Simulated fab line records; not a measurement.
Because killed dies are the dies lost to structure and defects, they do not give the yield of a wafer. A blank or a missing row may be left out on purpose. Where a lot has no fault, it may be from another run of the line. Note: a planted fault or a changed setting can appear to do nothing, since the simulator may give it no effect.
fab line records	flow n5_finfet
record lots=7	wafers=39
route steps=1938 shown BEOL_M9@1446 BEOL_M13@1694
start_h: hours from the record's first day to the start of the lot's first wafer shown	wait_h: time in hours since the lot's previous step	" as in the row above	L1.1+2: a row that stands for several wafers	- value missing, or start not given	* or withheld: withheld	< > ~ a bound
route shown NAME@n: NAME is a module with steps in the file, n the number in the route of the first one	usual: mean/standard deviation taken from wafers without a fault	same: alike in all rows	chamber/n: place in a boat	sites: per-site readings	_std_site: how widely they spread, as a standard deviation	_edge_site: mean of outer sites minus mean of inner sites	radius_mm: for every site, how far away it sits from the centre of the wafer	mask NAME#n: copy n	behind: tool/chamber where the wafer was last shaped	hold: why the lot was held/for how many hours/how that ended	device: the transistor (n, p or np) that didn't switch	end of line: tests of these same wafers at the route's end	a step given without rows: its recipe and nothing more	killed: count of dies lost to structure and defects at first sort (not the wafer's yield)	map: the dies of a wafer, with x for killed, . for not killed, _ for no die there
set.NAME: the setting that was run; set.NAME@STEP: the one run at that earlier step	model.NAME: the simulator's own value behind a step, which no gauge read
lots run with intentionally changed settings; tables by step, rows by wafer
## steps
# step N5_BEOL_M9_TRENCH_ETCH_37
# recipe chemistry=C4F6/O2	target_depth_a=1514.3	target=SiCOH_lowk	time_s=49	ion_energy_ev=250	pressure_mtorr=30	source_w=345	bias_w=185	Ar_flow_sccm=300	C4F6_flow_sccm=10	O2_flow_sccm=10
lot.wafer	tool	chamber	start_h	wait_h	set.time_s	model.BEOL_M9.feature_depth_nm	model.etch.depth_nm	model.TiN_of_BEOL_M9_HM_DEP_02.thk_nm
L078.1	rie_diel-02	3	-	-	49	153.6	153.5	16
L078.2	"	2	"	"	49	148.4	148.3	16.4
L078.3	"	1	"	"	20.24	64.2	64.12	18.6
L078.4	"	0	"	"	20.24	61.8	61.85	18.4
L078.5	"	2	"	"	49	148.6	148.6	16.2
L078.6	"	3	"	"	20.24	63	62.92	18.4
L080.1	rie_diel-03	1	-	-	49	152.2	152.1	16.2
L080.2	"	2	"	"	49	153	153	16.4
L080.3	"	3	"	"	49	150.2	150.1	16
L080.4	"	0	"	"	49	147.6	147.6	15.8
L080.5	"	3	"	"	49	151	151	16.2
L080.6	"	0	"	"	49	148.6	148.6	16
L083.2	rie_diel-03	0	-	-	49	148	148.1	16.2
L083.3	"	3	"	"	49	150	150.1	16.4
L083.5	"	2	"	"	49	153	153	16.2
L087.1	rie_diel-02	2	-	-	49	146.8	146.8	15.8
L087.2	"	1	"	"	49	154	153.9	15.8
L087.3	"	3	"	"	49	157.4	157.3	15.4
L087.4	"	0	"	"	40.15	127.8	127.7	16.6
L087.5	"	2	"	"	40.15	121.4	121.5	16.4
L087.6	"	3	"	"	40.15	128.2	128.1	16.6
L090.1	rie_diel-06	2	-	-	26.87	84.8	84.89	17.6
L090.2	"	3	"	"	26.87	84.8	84.87	17.6
L090.3	"	0	"	"	26.87	83	82.98	17.4
L090.4	"	2	"	"	49	154.2	154.2	15.6
L090.5	"	3	"	"	49	155.4	155.4	15.6
L090.6	"	0	"	"	49	151.6	151.7	15.4
L096.1	rie_diel-06	2	-	-	49	155.4	155.5	16
L096.2	"	3	"	"	49	153.2	153.2	16.2
L096.3	"	0	"	"	49	150.4	150.4	15.6
L096.4	"	1	"	"	49	152.4	152.3	15.6
L096.5	"	2	"	"	49	154.2	154.1	16
L096.6	"	1	"	"	49	152.4	152.4	15.6
L097.1	rie_diel-06	3	-	-	40.4	126.4	126.3	16.2
L097.2	"	2	"	"	40.4	128.2	128.2	16.6
L097.3	"	0	"	"	49	150.6	150.6	15.6
L097.4	"	1	"	"	49	153.8	153.9	15.8
L097.5	"	3	"	"	49	153	153	15.4
L097.6	"	2	"	"	40.4	128.4	128.4	16.8
# step N5_BEOL_M9_ETCH_41
# recipe chemistry=CH3F/O2	target=SiCN	target_depth_a=366	taper_deg=2	time_s=70.1	ion_energy_ev=120	mask_material=TiN	pressure_mtorr=30	source_w=395	bias_w=75	Ar_flow_sccm=150	CH3F_flow_sccm=30	O2_flow_sccm=20
# step N5_BEOL_M9_STRIP_80
# recipe chemistry=N2/H2	time_s=10	power_w=450	temp_c=40	pressure_mtorr=20	rf_frequency_hz=6e+07	bias_power_w=7	n2_flow_sccm=200	h2_flow_sccm=200
# step N5_BEOL_M9_OCD_MEAS_38
# usual trench_depth_nm=151.8/2.8
lot.wafer	tool	chamber	start_h	wait_h	set.time_s@BEOL_M9_TRENCH_ETCH_37	trench_depth_nm
L078.1	ocd-01	-	251.69	-	49	153.2
L078.2	"	-	"	"	49	148.3
L078.3	"	-	"	"	20.24	64.1
L078.4	"	-	"	"	20.24	62.1
L078.5	"	-	"	"	49	148.2
L078.6	"	-	"	"	20.24	63.6
L080.1	ocd-01	-	252.45	-	49	151.7
L080.2	"	-	"	"	49	153.3
L080.3	"	-	"	"	49	150.1
L080.4	"	-	"	"	49	147.6
L080.5	"	-	"	"	49	151.1
L080.6	"	-	"	"	49	148.6
L083.2	ocd-02	-	295.47	-	49	148.1
L083.3	"	-	"	"	49	150.0
L083.5	"	-	"	"	49	153.2
L087.1	ocd-02	-	310.62	-	49	146.2
L087.2	"	-	"	"	49	153.8
L087.3	"	-	"	"	49	157.5
L087.4	"	-	"	"	40.15	127.4
L087.5	"	-	"	"	40.15	121.8
L087.6	"	-	"	"	40.15	127.9
L090.1	ocd-02	-	315.06	-	26.87	85.0
L090.2	"	-	"	"	26.87	85.0
L090.3	"	-	"	"	26.87	83.7
L090.4	"	-	"	"	49	154.1
L090.5	"	-	"	"	49	155.3
L090.6	"	-	"	"	49	151.9
L096.1	ocd-02	-	371.79	-	49	155.8
L096.2	"	-	"	"	49	153.1
L096.3	"	-	"	"	49	150.1
L096.4	"	-	"	"	49	152.6
L096.5	"	-	"	"	49	154.1
L096.6	"	-	"	"	49	152.8
L097.1	ocd-01	-	372.23	-	40.4	126.5
L097.2	"	-	"	"	40.4	128.3
L097.3	"	-	"	"	49	150.1
L097.4	"	-	"	"	49	154.0
L097.5	"	-	"	"	49	153.1
L097.6	"	-	"	"	40.4	128.8
# step N5_BEOL_M9_HM_STRIP_39
# recipe chemistry=peroxide_tin_strip	material=TiN	target_depth_a=250	temp_c=50	time_s=158
# step N5_BEOL_M9_SRD_40
# recipe time_s=30	temp_c=23	rinse_liquid=diw	dry=ipa_marangoni
# step N5_BEOL_M9_ECD_50
# recipe material=Cu	target_thk_a=3180
# step N5_BEOL_M9_ANNEAL_51
# recipe temp_c=225	time_s=90	ambient=N2
# step N5_BEOL_M9_CMP_52
# recipe stop_on=SiCOH_lowk	t_overpolish_s=7	down_force_psi=1	platen_rpm=50	clearing_platen_down_force_psi=1.5	clearing_platen_rpm=50	post_cmp_clean=cu_alkaline	target_thk_nm=140	clearing_platen_pad_velocity_m_s=0.99484	pad_velocity_m_s=0.99484
lot.wafer	tool	chamber	start_h	wait_h	set.time_s@BEOL_M9_TRENCH_ETCH_37	model.Cu_of_BEOL_M9_ECD_50.thk_nm
L078.4	cmp-04	3	253.53	0.1	20.24	49
L078.2	"	0	"	"	49	135
L078.3	"	1	"	"	20.24	52.4
L078.1	"	2	"	"	49	139.6
L078.6	"	3	"	"	20.24	50.4
L078.5	"	0	"	"	49	135.8
L080.1	cmp-02	1	254.67	0.3	49	141.6
L080.4	"	2	"	"	49	135.4
L080.2	"	3	"	"	49	141.2
L080.3	"	0	"	"	49	138.6
L080.5	"	1	"	"	49	141
L080.6	"	2	"	"	49	137.4
L083.3	cmp-02	0	299.15	0.2	49	141.2
L083.2	"	1	"	"	49	138.8
L083.5	"	1	"	"	49	142.2
L087.4	cmp-01	2	312.38	0.1	40.15	115.4
L087.2	"	3	"	"	49	143.6
L087.1	"	0	"	"	49	136.2
L087.3	"	1	"	"	49	145.6
L087.6	"	2	"	"	40.15	115.8
L087.5	"	3	"	"	40.15	111.8
L090.3	cmp-01	3	317.81	0.2	26.87	73.4
L090.2	"	0	"	"	26.87	75
L090.4+6	"	1,0	"	"	49	142.8
L090.1	"	2	"	"	26.87	72.8
L090.5	"	3	"	"	49	146.2
L096.2	cmp-04	1	373.90	0.2	49	142
L096.1	"	2	"	"	49	144.6
L096.3	"	3	"	"	49	138.8
L096.4	"	0	"	"	49	140
L096.6	"	1	"	"	49	140.4
L096.5	"	2	"	"	49	143
L097.2+6	cmp-02	1,2	374.51	0.2	40.4	117.8
L097.4	"	2	"	"	49	142
L097.1	"	3	"	"	40.4	115.4
L097.3	"	0	"	"	49	139.4
L097.5	"	1	"	"	49	142.8
# step N5_BEOL_M9_THK_MEAS_53
# recipe thk_meas_gauge=xrf	reads=Cu_of_BEOL_M9_ECD_50
# usual M9_THK=136/3.1
lot.wafer	tool	chamber	start_h	wait_h	set.time_s@BEOL_M9_TRENCH_ETCH_37	M9_THK[nm]
L078.1	film_metro-02	-	253.83	-	49	135
L078.2	"	-	"	"	49	131
L078.3	"	-	"	"	20.24	51
L078.4	"	-	"	"	20.24	48
L078.5	"	-	"	"	49	132
L078.6	"	-	"	"	20.24	49
L080.1	film_metro-01	-	254.97	-	49	138
L080.2	"	-	"	"	49	136
L080.3	"	-	"	"	49	135
L080.4	"	-	"	"	49	130
L080.5	"	-	"	"	49	136
L080.6	"	-	"	"	49	133
L083.2	film_metro-01	-	299.45	-	49	133
L083.3	"	-	"	"	49	135
L083.5	"	-	"	"	49	137
L087.1	film_metro-01	-	312.67	-	49	133
L087.2	"	-	"	"	49	140
L087.3	"	-	"	"	49	142
L087.4	"	-	"	"	40.15	112
L087.5	"	-	"	"	40.15	109
L087.6	"	-	"	"	40.15	113
L090.1	film_metro-01	-	318.11	-	26.87	71
L090.2	"	-	"	"	26.87	73
L090.3	"	-	"	"	26.87	71
L090.4	"	-	"	"	49	138
L090.5	"	-	"	"	49	141
L090.6	"	-	"	"	49	138
L096.1	film_metro-02	-	374.20	-	49	139
L096.2	"	-	"	"	49	137
L096.3	"	-	"	"	49	134
L096.4	"	-	"	"	49	135
L096.5	"	-	"	"	49	138
L096.6	"	-	"	"	49	135
L097.1	film_metro-01	-	374.80	-	40.4	112
L097.2	"	-	"	"	40.4	114
L097.3	"	-	"	"	49	135
L097.4	"	-	"	"	49	138
L097.5	"	-	"	"	49	140
L097.6	"	-	"	"	40.4	114
# step N5_BEOL_M9_PRE_CLEAN_55
# recipe gas=NH3	time_s=15	temp_c=withheld	rf_power_w=300
# step N5_BEOL_M9_DEP_56
# recipe material=SiCN	target_thk_a=150	temp_c=withheld	precursor=3MS/NH3	pressure_torr=3	rf_w=202	time_s=26.5
# step N5_BEOL_M9_RS_MEAS_57
# recipe thk_meas_gauge=four-point-probe	reads=Cu_of_BEOL_M9_ECD_50+Co_of_BEOL_M9_CVD_78+TaN_of_BEOL_M9_ALD_74
# usual M9_RS=0.150/0.0036
lot.wafer	tool	chamber	start_h	wait_h	set.time_s@BEOL_M9_TRENCH_ETCH_37	M9_RS[ohm/sq]
L078.1	film_metro-02	-	254.00	0.1	49	0.151
L078.2	"	-	"	"	49	0.157
L078.3	"	-	"	"	20.24	0.476
L078.4	"	-	"	"	20.24	0.519
L078.5	"	-	"	"	49	0.156
L078.6	"	-	"	"	20.24	0.499
L080.1	film_metro-02	-	255.10	0.1	49	0.149
L080.2	"	-	"	"	49	0.149
L080.3	"	-	"	"	49	0.153
L080.4	"	-	"	"	49	0.157
L080.5	"	-	"	"	49	0.150
L080.6	"	-	"	"	49	0.154
L083.2	film_metro-01	-	299.58	0.1	49	0.152
L083.3	"	-	"	"	49	0.149
L083.5	"	-	"	"	49	0.148
L087.1	film_metro-02	-	312.81	0.1	49	0.156
L087.2	"	-	"	"	49	0.147
L087.3	"	-	"	"	49	0.144
L087.4	"	-	"	"	40.15	0.187
L087.5	"	-	"	"	40.15	0.194
L087.6	"	-	"	"	40.15	0.186
L090.1	film_metro-01	-	318.24	0.1	26.87	0.318
L090.2	"	-	"	"	26.87	0.308
L090.3	"	-	"	"	26.87	0.316
L090.4	"	-	"	"	49	0.148
L090.5	"	-	"	"	49	0.144
L090.6	"	-	"	"	49	0.148
L096.1	film_metro-02	-	374.37	0.1	49	0.146
L096.2	"	-	"	"	49	0.148
L096.3	"	-	"	"	49	0.152
L096.4	"	-	"	"	49	0.151
L096.5	"	-	"	"	49	0.148
L096.6	"	-	"	"	49	0.151
L097.1	film_metro-01	-	374.97	0.1	40.4	0.187
L097.2	"	-	"	"	40.4	0.183
L097.3	"	-	"	"	49	0.152
L097.4	"	-	"	"	49	0.148
L097.5	"	-	"	"	49	0.148
L097.6	"	-	"	"	40.4	0.183
# step N5_BEOL_M13_ETCH_68
# recipe chemistry=N2/H2	target=SOC	mask_material=SiARC	source_w=3000	bias_w=350	temp_c=40	time_s=355	ion_energy_ev=200	pressure_mtorr=30	n2_flow_sccm=200	h2_flow_sccm=200
lot.wafer	tool	chamber	start_h	wait_h	set.time_s	model.SiARC_of_BEOL_M13_COAT_66.thk_nm
L078.1+4	rie_diel-06	0,3	283.23	0.1	355	77.4
L078.2+5	"	2	"	"	425	70.4
L078.3	"	1	"	"	355	78
L078.6	"	3	"	"	425	70.6
L080.1	rie_diel-06	0	283.90	0.1	528.3	61.2
L080.2	"	2	"	"	355	76.4
L080.3	"	3	"	"	528.3	59.8
L080.4	"	1	"	"	528.3	62
L080.5+6	"	0,3	"	"	355	76.8
L083.2+5	rie_diel-02	3,0	325.41	0.1	355	76.6
L083.3	"	2	"	"	355	77.8
L087.1	rie_diel-02	1	338.09	0.1	355	77
L087.2	"	0	"	"	355	76.2
L087.3	"	3	"	"	535.7	60
L087.4	"	2	"	"	535.7	60.6
L087.5	"	1	"	"	535.7	59.8
L087.6	"	2	"	"	355	78
L090.1	rie_diel-06	2	351.83	0.1	535	59.2
L090.2	"	1	"	"	355	76.2
L090.3	"	0	"	"	355	77
L090.4	"	3	"	"	535	60.2
L090.5	"	3	"	"	535	59.6
L090.6	"	2	"	"	355	76.4
L097.1	rie_diel-02	3	400.75	0.1	174	93.4
L097.2	"	1	"	"	174	93.6
L097.3	"	2	"	"	355	78
L097.4	"	0	"	"	355	76.8
L097.5	"	2	"	"	174	94
L097.6	"	3	"	"	355	76.2
L096.1	rie_diel-03	2	405.31	0.1	355	75.8
L096.2	"	1	"	"	221.1	88.8
L096.3	"	3	"	"	355	76.6
L096.4+5	"	0,2	"	"	221.1	89
L096.6	"	1	"	"	355	76.2
## key
split step=N5_BEOL_M9_TRENCH_ETCH_37	setting=time_s	stated=49	by=wafer
response step=N5_BEOL_M9_TRENCH_ETCH_37	reading=model.BEOL_M9.feature_depth_nm	change=+1.5	per=1%	r=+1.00
response step=N5_BEOL_M9_TRENCH_ETCH_37	reading=model.etch.depth_nm	change=+1.5	per=1%	r=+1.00
response step=N5_BEOL_M9_TRENCH_ETCH_37	reading=model.TiN_of_BEOL_M9_HM_DEP_02.thk_nm	change=-0.0417	per=1%	r=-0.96
response step=N5_BEOL_M9_OCD_MEAS_38	reading=trench_depth_nm	change=+1.49	per=1%	r=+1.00
response step=N5_BEOL_M9_CMP_52	reading=model.Cu_of_BEOL_M9_ECD_50.thk_nm	change=+1.5	per=1%	r=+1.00
response step=N5_BEOL_M9_THK_MEAS_53	reading=M9_THK	change=+1.45	per=1%	r=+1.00
response step=N5_BEOL_M9_RS_MEAS_57	reading=M9_RS	change=-0.00475	per=1%	r=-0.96
split step=N5_BEOL_M13_ETCH_68	setting=time_s	stated=355	by=wafer
response step=N5_BEOL_M13_ETCH_68	reading=model.SiARC_of_BEOL_M13_COAT_66.thk_nm	change=-0.331	per=1%	r=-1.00
